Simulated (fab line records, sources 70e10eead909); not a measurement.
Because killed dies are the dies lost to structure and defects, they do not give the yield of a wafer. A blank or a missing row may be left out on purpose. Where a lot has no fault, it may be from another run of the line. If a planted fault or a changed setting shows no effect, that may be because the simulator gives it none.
Matching of chambers | flow nand_harc | 4 sister chambers for NHARC_P_ZERO_WELL_ETCH_65 on rie_diel-08
The step etches the open film in N2/H2, target depth 80 nm, overetch 24 nm, time 87.88 s. 4 wafers are shown with their chamber, then 8 later ones without.

== WAFERS PAIRED WITH THEIR CHAMBERS ==
wafer  | chamber | showerhead_plenum_p_Torr (Torr)
L081.2 | 2       | 1.97
L081.4 | 1       | 1.91
L086.4 | 3       | 2.05
L087.1 | 0       | 2.02

== WAFERS WITHOUT THEIR CHAMBER ==
wafer  | showerhead_plenum_p_Torr (Torr)
L087.2 | 2.05
L087.4 | 1.97
L090.1 | 2.02
L090.2 | 2.05
L090.4 | 1.91
L092.1 | 2.05
L092.3 | 2.02
L092.4 | 1.90

== WHICH CHAMBER EACH ONE RAN IN ==
wafer  | from the rows above | in truth
L087.2 | 3                   | 3
L087.4 | 2                   | 2
L090.1 | 0                   | 0
L090.2 | 3                   | 3
L090.4 | 1                   | 1
L092.1 | 3                   | 3
L092.3 | 0                   | 0
L092.4 | 1                   | 1
Correctly placed: 8 of 8. Not placeable from these rows: 0. Wrongly placed: 0.
How it was worked out, from the rows above alone: a wafer's distance from a chamber is the root of the sum, over the readings, of the square of ((its reading less the chamber's mean) divided by the reading's scatter). If the next closest chamber is less than 2 further off than the closest, the wafer can't be placed; otherwise it belongs to the closest. For every chamber, the mean is computed from those of its wafers that are shown. The scatter: root of mean squared gap, hidden wafer to nearest shown wafer, with one shown wafer a chamber.
